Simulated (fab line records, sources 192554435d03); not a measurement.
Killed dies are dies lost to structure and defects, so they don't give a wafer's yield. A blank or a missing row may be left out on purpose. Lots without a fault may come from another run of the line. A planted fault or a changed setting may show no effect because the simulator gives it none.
Chamber matching | flow n5_finfet | N5_FIN_SAQP_PECVD_06 on pecvd-02: 3 sister chambers
The step deposits a-Si from SiH4/He, target thk 60 nm, time 48.1 s. 6 wafers are shown with their chamber, then 9 later ones without.

WAFERS WITH THEIR CHAMBER
wafer  | chamber | showerhead_plenum_p_Torr (Torr) | throttle_valve_pct (%)
L080.3 | 0       | 5.644                           | 18.1
L088.3 | 2       | 5.635                           | 18.3
L088.5 | 1       | 5.660                           | 18.0
L089.2 | 2       | 5.628                           | 18.3
L089.4 | 1       | 5.663                           | 17.5
L089.5 | 0       | 5.626                           | 18.5

WAFERS WITHOUT THEIR CHAMBER
wafer  | showerhead_plenum_p_Torr (Torr) | throttle_valve_pct (%)
L091.2 | 5.631                           | 18.3
L091.4 | 5.666                           | 17.5
L091.5 | 5.641                           | 18.5
L092.1 | 5.632                           | 18.3
L092.2 | 5.653                           | 17.8
L092.3 | 5.629                           | 18.1
L097.2 | 5.667                           | 17.6
L097.4 | 5.611                           | 18.1
L097.6 | 5.650                           | 18.2

WHICH CHAMBER EACH WENT THROUGH
wafer  | from the rows above          | in truth
L091.2 | can't be placed: 2 or 0      | 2
L091.4 | 1                            | 1
L091.5 | can't be placed: 0 or 2      | 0
L092.1 | can't be placed: 2 or 0      | 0
L092.2 | can't be placed: 1 or 0      | 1
L092.3 | can't be placed: 2 or 0      | 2
L097.2 | 1                            | 1
L097.4 | can't be placed: 2 or 0      | 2
L097.6 | can't be placed: 0 or 1 or 2 | 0
Placed correctly: 2 of 9. Can't be placed from these rows: 7 (the true chamber is among the candidates in 7). Placed wrongly: 0.
How it was worked out, from the rows above alone: a wafer's distance from a chamber is the root of the sum, over the readings, of the square of ((its reading less the chamber's mean) divided by the reading's scatter). The wafer belongs to the nearest chamber; if the next one is less than 2 further off, it can't be placed. A chamber's mean is the mean of its shown wafers. The scatter: the root of (the sum of the squares of (reading less its chamber's mean) over the shown wafers, divided by (wafers less chambers)).
